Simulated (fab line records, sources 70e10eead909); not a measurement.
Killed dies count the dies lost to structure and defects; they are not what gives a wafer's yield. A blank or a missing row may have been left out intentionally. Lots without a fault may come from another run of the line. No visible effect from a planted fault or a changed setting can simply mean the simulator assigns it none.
The tool behind it: which one? :: flow nand_harc :: Sampling: 12 lots, 36 wafers, 6 of 1302 route steps

== WHAT EACH GAUGE READ, for each wafer ==
NHARC_P_M2_CD_MEAS_09: target cd 170 nm. Usual: cd_nm reads 169.7 nm (standard deviation 0.64).
lot: L120
measured: day 6 05:47
on: cd_sem-01
cd_nm (nm): 169.9 169.7 170.8
flag: 

lot: L122
measured: day 6 23:02
on: cd_sem-03
cd_nm (nm): 168.8 169.6 169.7
flag: 

lot: L121
measured: day 7 00:02
on: cd_sem-03
cd_nm (nm): 170.0 169.6 170.3
flag: 

lot: L124
measured: day 8 00:34
on: cd_sem-01
cd_nm (nm): 170.2 170.8 170.5
flag: 

lot: L125
measured: day 8 05:38
on: cd_sem-02
cd_nm (nm): 168.4 169.4 168.8
flag: 

lot: L128
measured: day 10 04:11
on: cd_sem-03
cd_nm (nm): 193.4 192.8 191.9
flag: OFF

lot: L131
measured: day 11 03:41
on: cd_sem-01
cd_nm (nm): 193.4 193.7 193.0
flag: OFF

lot: L137
measured: day 13 18:00
on: cd_sem-03
cd_nm (nm): 169.4 169.5 169.3
flag: 

lot: L138
measured: day 13 21:56
on: cd_sem-03
cd_nm (nm): 169.8 169.6 170.1
flag: 

lot: L139
measured: day 14 11:18
on: cd_sem-02
cd_nm (nm): 170.0 168.8 170.2
flag: 

lot: L140
measured: day 14 16:19
on: cd_sem-01
cd_nm (nm): 167.9 168.4 168.7
flag: 

lot: L141
measured: day 15 04:04
on: cd_sem-02
cd_nm (nm): 170.1 170.4 169.4
flag: 

NHARC_END_SORT_01. Usual: defect_limited_yield 91.3 %, standard deviation 2.2; killed_at_array 55, standard deviation 15; killed_at_other 1.0, standard deviation 1.2; killed_at_periphery 3.4, standard deviation 2.2; killed_dies 59, standard deviation 15; killed_open 3.2, standard deviation 2; killed_short 2.5, standard deviation 1.7.
lot: L120
measured: day 24 12:37
on: prober-02
defect_limited_yield (%): 90.3 94.8 94.4
killed_at_array: 62 33 33
killed_at_other: 1 1 1
killed_at_periphery: 3 1 4
killed_dies: 66 35 38
killed_open: 4 2 6
killed_short: 0 2 4
flag: 

lot: L122
measured: day 24 20:31
on: prober-02
defect_limited_yield (%): 92.5 92.9 91.7
killed_at_array: 47 47 51
killed_at_other: 3 0 3
killed_at_periphery: 1 1 2
killed_dies: 51 48 56
killed_open: 2 2 1
killed_short: 4 0 1
flag: 

lot: L121
measured: day 24 18:25
on: prober-01
defect_limited_yield (%): 89.2 89.2 89.8
killed_at_array: 68 71 62
killed_at_other: 3 2 2
killed_at_periphery: 2 0 5
killed_dies: 73 73 69
killed_open: 4 4 3
killed_short: 2 2 2
flag: 

lot: L124
measured: day 26 00:08
on: prober-02
defect_limited_yield (%): 91.7 91.4 92.9
killed_at_array: 53 57 43
killed_at_other: 0 0 1
killed_at_periphery: 3 1 4
killed_dies: 56 58 48
killed_open: 1 2 1
killed_short: 2 2 1
flag: 

lot: L125
measured: day 25 23:20
on: prober-01
defect_limited_yield (%): 86.9 91.9 91.1
killed_at_array: 87 52 59
killed_at_other: 0 0 0
killed_at_periphery: 2 3 1
killed_dies: 89 55 60
killed_open: 6 3 1
killed_short: 2 3 1
flag: 

lot: L128
measured: day 28 08:52
on: prober-01
defect_limited_yield (%): 87.3 89.7 88.5
killed_at_array: 84 69 75
killed_at_other: 0 0 1
killed_at_periphery: 2 1 2
killed_dies: 86 70 78
killed_open: 3 4 4
killed_short: 4 3 2
flag: 

lot: L131
measured: day 29 06:23
on: prober-02
defect_limited_yield (%): 87.1 88.8 85.5
killed_at_array: 81 70 93
killed_at_other: 0 1 2
killed_at_periphery: 6 5 3
killed_dies: 87 76 98
killed_open: 1 0 4
killed_short: 3 5 2
flag: 

lot: L137
measured: day 30 23:55
on: prober-01
defect_limited_yield (%): 92.2 91.0 92.8
killed_at_array: 46 52 41
killed_at_other: 0 0 0
killed_at_periphery: 7 9 8
killed_dies: 53 61 49
killed_open: 2 3 4
killed_short: 1 4 3
flag: 

lot: L138
measured: day 31 19:05
on: prober-01
defect_limited_yield (%): 90.5 91.6 91.3
killed_at_array: 63 51 54
killed_at_other: 0 1 1
killed_at_periphery: 1 5 4
killed_dies: 64 57 59
killed_open: 5 1 0
killed_short: 5 6 2
flag: 

lot: L139
measured: day 32 02:51
on: prober-01
defect_limited_yield (%): 90.8 89.1 91.7
killed_at_array: 58 69 51
killed_at_other: 3 2 2
killed_at_periphery: 1 3 3
killed_dies: 62 74 56
killed_open: 2 1 1
killed_short: 0 1 1
flag: 

lot: L140
measured: day 32 02:10
on: prober-02
defect_limited_yield (%): 89.8 87.3 91.1
killed_at_array: 63 83 58
killed_at_other: 2 1 0
killed_at_periphery: 4 2 2
killed_dies: 69 86 60
killed_open: 7 2 5
killed_short: 2 4 1
flag: 

lot: L141
measured: day 33 05:31
on: prober-01
defect_limited_yield (%): 91.0 88.3 90.0
killed_at_array: 56 69 61
killed_at_other: 1 4 2
killed_at_periphery: 4 6 5
killed_dies: 61 79 68
killed_open: 0 4 5
killed_short: 5 3 3
flag: 

== TOOL THAT RAN EACH LOT (tool first, then ch and the chambers of the sampled wafers, then the start) ==
lot: L120
NHARC_P_M1_PVD_21: pvd_sputter-02, day 6 04:40 or earlier
NHARC_P_M1_DEP_33: pecvd-01 ch 1,2, day 6 04:40
NHARC_P_M2_PEB_07: litho_track-04 ch 0, day 6 05:42
NHARC_P_M2_ETCH_15: rie_diel-08 ch 1,2,3, day 24 12:37 or earlier

lot: L122
NHARC_P_M1_PVD_21: pvd_sputter-03, day 6 21:47 or earlier
NHARC_P_M1_DEP_33: pecvd-02 ch 0,1, day 6 21:47
NHARC_P_M2_PEB_07: litho_track-04 ch 0, day 6 22:57
NHARC_P_M2_ETCH_15: rie_diel-08 ch 0,1,3, day 24 20:31 or earlier

lot: L121
NHARC_P_M1_PVD_21: pvd_sputter-03, day 6 22:56 or earlier
NHARC_P_M1_DEP_33: pecvd-02 ch 0,2, day 6 22:56
NHARC_P_M2_PEB_07: litho_track-01 ch 0, day 6 23:57
NHARC_P_M2_ETCH_15: rie_diel-10 ch 0,1,2, day 24 18:25 or earlier

lot: L124
NHARC_P_M1_PVD_21: pvd_sputter-02, day 7 23:22 or earlier
NHARC_P_M1_DEP_33: pecvd-02 ch 0,1, day 7 23:22
NHARC_P_M2_PEB_07: litho_track-04 ch 0, day 8 00:29
NHARC_P_M2_ETCH_15: rie_diel-08 ch 0,2,3, day 26 00:08 or earlier

lot: L125
NHARC_P_M1_PVD_21: pvd_sputter-01, day 8 04:31 or earlier
NHARC_P_M1_DEP_33: pecvd-02 ch 1,2, day 8 04:31
NHARC_P_M2_PEB_07: litho_track-01 ch 0, day 8 05:34
NHARC_P_M2_ETCH_15: rie_diel-09 ch 0,1,3, day 25 23:20 or earlier

lot: L128
NHARC_P_M1_PVD_21: pvd_sputter-01, day 10 03:04 or earlier
NHARC_P_M1_DEP_33: pecvd-03 ch 0,1,2, day 10 03:04
NHARC_P_M2_PEB_07: litho_track-04 ch 0, day 10 04:06
NHARC_P_M2_ETCH_15: rie_diel-08 ch 0,1,3, day 28 08:52 or earlier

lot: L131
NHARC_P_M1_PVD_21: pvd_sputter-03, day 11 02:26 or earlier
NHARC_P_M1_DEP_33: pecvd-03 ch 0,2, day 11 02:26
NHARC_P_M2_PEB_07: litho_track-04 ch 0, day 11 03:37
NHARC_P_M2_ETCH_15: rie_diel-09 ch 0,2,3, day 29 06:23 or earlier

lot: L137
NHARC_P_M1_PVD_21: pvd_sputter-03, day 13 16:41 or earlier
NHARC_P_M1_DEP_33: pecvd-01 ch 2, day 13 16:41
NHARC_P_M2_PEB_07: litho_track-01 ch 0, day 13 17:55
NHARC_P_M2_ETCH_15: rie_diel-09 ch 0,1,2, day 30 23:55 or earlier

lot: L138
NHARC_P_M1_PVD_21: pvd_sputter-03, day 13 20:41 or earlier
NHARC_P_M1_DEP_33: pecvd-01 ch 2, day 13 20:41
NHARC_P_M2_PEB_07: litho_track-04 ch 0, day 13 21:51
NHARC_P_M2_ETCH_15: rie_diel-08 ch 0,1,2, day 31 19:05 or earlier

lot: L139
NHARC_P_M1_PVD_21: pvd_sputter-02, day 14 10:07 or earlier
NHARC_P_M1_DEP_33: pecvd-03 ch 0,2, day 14 10:07
NHARC_P_M2_PEB_07: litho_track-06 ch 0, day 14 11:13
NHARC_P_M2_ETCH_15: rie_diel-10 ch 1,3, day 32 02:51 or earlier

lot: L140
NHARC_P_M1_PVD_21: pvd_sputter-01, day 14 15:04 or earlier
NHARC_P_M1_DEP_33: pecvd-03 ch 0,1,2, day 14 15:04
NHARC_P_M2_PEB_07: litho_track-01 ch 0, day 14 16:14
NHARC_P_M2_ETCH_15: rie_diel-08 ch 0,2,3, day 32 02:10 or earlier

lot: L141
NHARC_P_M1_PVD_21: pvd_sputter-03, day 15 02:52 or earlier
NHARC_P_M1_DEP_33: pecvd-02 ch 0,1,2, day 15 02:52
NHARC_P_M2_PEB_07: litho_track-06 ch 0, day 15 03:59
NHARC_P_M2_ETCH_15: rie_diel-09 ch 0,1,2, day 33 05:31 or earlier
- NHARC_P_M1_PVD_21: deposits Cu, target thk 30 nm, time 20.49 s.
- NHARC_P_M1_DEP_33: deposits SiCN, target thk 30 nm.
- NHARC_P_M2_PEB_07: peb time 65 s.
- NHARC_P_M2_ETCH_15: etches the open film in C4F8/Ar, target depth 182.5 nm, time 91.2 s.

== AS READ BY THE TOOLS THEMSELVES (means over the sampled wafers that have a number; for cases with no such wafer, the mark the record gives instead) ==
NHARC_P_M1_PVD_21. Usual: throttle_valve_pct reads 29.9 % (standard deviation 0.89).
lot: L120
tool: pvd_sputter-02
throttle_valve_pct (%): 29.3
flag: 

lot: L122
tool: pvd_sputter-03
throttle_valve_pct (%): 29.9
flag: 

lot: L121
tool: pvd_sputter-03
throttle_valve_pct (%): 30.5
flag: 

lot: L124
tool: pvd_sputter-02
throttle_valve_pct (%): 29.9
flag: 

lot: L125
tool: pvd_sputter-01
throttle_valve_pct (%): 30.6
flag: 

lot: L128
tool: pvd_sputter-01
throttle_valve_pct (%): 29.8
flag: 

lot: L131
tool: pvd_sputter-03
throttle_valve_pct (%): 30.5
flag: 

lot: L137
tool: pvd_sputter-03
throttle_valve_pct (%): 30.3
flag: 

lot: L138
tool: pvd_sputter-03
throttle_valve_pct (%): 30.1
flag: 

lot: L139
tool: pvd_sputter-02
throttle_valve_pct (%): 29.9
flag: 

lot: L140
tool: pvd_sputter-01
throttle_valve_pct (%): 29.9
flag: 

lot: L141
tool: pvd_sputter-03
throttle_valve_pct (%): 30.5
flag: 

NHARC_P_M1_DEP_33. Usual: heater_power_w reads 569 W (standard deviation 85).
lot: L120
tool: pecvd-01
heater_power_w (W): 574
flag: 

lot: L122
tool: pecvd-02
heater_power_w (W): 587
flag: 

lot: L121
tool: pecvd-02
heater_power_w (W): 678
flag: 

lot: L124
tool: pecvd-02
heater_power_w (W): 543
flag: 

lot: L125
tool: pecvd-02
heater_power_w (W): 594
flag: 

lot: L128
tool: pecvd-03
heater_power_w (W): 617
flag: 

lot: L131
tool: pecvd-03
heater_power_w (W): 613
flag: 

lot: L137
tool: pecvd-01
heater_power_w (W): 447
flag: 

lot: L138
tool: pecvd-01
heater_power_w (W): 489
flag: 

lot: L139
tool: pecvd-03
heater_power_w (W): 593
flag: 

lot: L140
tool: pecvd-03
heater_power_w (W): 563
flag: 

lot: L141
tool: pecvd-02
heater_power_w (W): 536
flag: 

NHARC_P_M2_PEB_07. Usual: heater_power_total_W 156.7 W, standard deviation 0.39; plate_temp_C 100.00 C, standard deviation 0.13.
lot: L120
tool: litho_track-04
heater_power_total_W (W): 156.8
plate_temp_C (C): 99.87
flag: 

lot: L122
tool: litho_track-04
heater_power_total_W (W): 156.7
plate_temp_C (C): 99.96
flag: 

lot: L121
tool: litho_track-01
heater_power_total_W (W): 156.5
plate_temp_C (C): 99.95
flag: 

lot: L124
tool: litho_track-04
heater_power_total_W (W): 157.0
plate_temp_C (C): 99.94
flag: 

lot: L125
tool: litho_track-01
heater_power_total_W (W): 156.7
plate_temp_C (C): 100.10
flag: 

lot: L128
tool: litho_track-04
heater_power_total_W (W): 174.6
plate_temp_C (C): 108.23
flag: OFF

lot: L131
tool: litho_track-04
heater_power_total_W (W): 174.4
plate_temp_C (C): 108.17
flag: OFF

lot: L137
tool: litho_track-01
heater_power_total_W (W): 156.8
plate_temp_C (C): 99.95
flag: 

lot: L138
tool: litho_track-04
heater_power_total_W (W): 156.9
plate_temp_C (C): 100.17
flag: 

lot: L139
tool: litho_track-06
heater_power_total_W (W): 156.8
plate_temp_C (C): 100.09
flag: 

lot: L140
tool: litho_track-01
heater_power_total_W (W): 156.6
plate_temp_C (C): 100.09
flag: 

lot: L141
tool: litho_track-06
heater_power_total_W (W): 156.7
plate_temp_C (C): 99.73
flag: 

NHARC_P_M2_ETCH_15. Usual: oes_product_au 0.950 a.u., standard deviation 0.025; rf_vpp_V 441.5 V, standard deviation 2.7.
lot: L120
tool: rie_diel-08
oes_product_au (a.u.): 0.913
rf_vpp_V (V): 442.7
flag: 

lot: L122
tool: rie_diel-08
oes_product_au (a.u.): 0.918
rf_vpp_V (V): 439.8
flag: 

lot: L121
tool: rie_diel-10
oes_product_au (a.u.): 0.924
rf_vpp_V (V): 441.0
flag: 

lot: L124
tool: rie_diel-08
oes_product_au (a.u.): 0.915
rf_vpp_V (V): 441.5
flag: 

lot: L125
tool: rie_diel-09
oes_product_au (a.u.): 0.980
rf_vpp_V (V): 440.1
flag: 

lot: L128
tool: rie_diel-08
oes_product_au (a.u.): 0.968
rf_vpp_V (V): 441.1
flag: 

lot: L131
tool: rie_diel-09
oes_product_au (a.u.): 0.977
rf_vpp_V (V): 441.6
flag: 

lot: L137
tool: rie_diel-09
oes_product_au (a.u.): 0.971
rf_vpp_V (V): 440.5
flag: 

lot: L138
tool: rie_diel-08
oes_product_au (a.u.): 0.929
rf_vpp_V (V): 441.1
flag: 

lot: L139
tool: rie_diel-10
oes_product_au (a.u.): 0.920
rf_vpp_V (V): 442.0
flag: 

lot: L140
tool: rie_diel-08
oes_product_au (a.u.): 0.923
rf_vpp_V (V): 442.1
flag: 

lot: L141
tool: rie_diel-09
oes_product_au (a.u.): 0.968
rf_vpp_V (V): 440.5
flag: 

== THE ANSWER, worked out from the rows above alone ==
Rule: a lot is off if the mean of its wafers that have a number lies more than 3 standard deviations from the usual mean. Also off: a lot with no number at a reading for which 4 or more lots have one. The other lots that the step has rows for count as sound. The gauges are gone through in route order, then the tools' own readings, and for those a lot's mean is taken as printed above. The first step at which some lot is off is used, and at that step the reading that is off furthest; a lot without a number counts as furthest.
Off: L128, L131, at NHARC_P_M2_CD_MEAS_09 (cd_nm).
If a tool, at a process step before that reading, ran all the lots that are off and no sound lot after the first of them, it fits. The gauges at NHARC_P_M2_CD_MEAS_09 aren't tried: what is off there is off at NHARC_P_M2_PEB_07 too, on other tools, and a gauge's error can't cause that. NHARC_P_M1_PVD_21: start missing for some lots; hours and lot order therefore follow NHARC_P_M1_DEP_33. No candidate that was tried fits.

== WHAT THE SIMULATOR HAD PUT IN ==
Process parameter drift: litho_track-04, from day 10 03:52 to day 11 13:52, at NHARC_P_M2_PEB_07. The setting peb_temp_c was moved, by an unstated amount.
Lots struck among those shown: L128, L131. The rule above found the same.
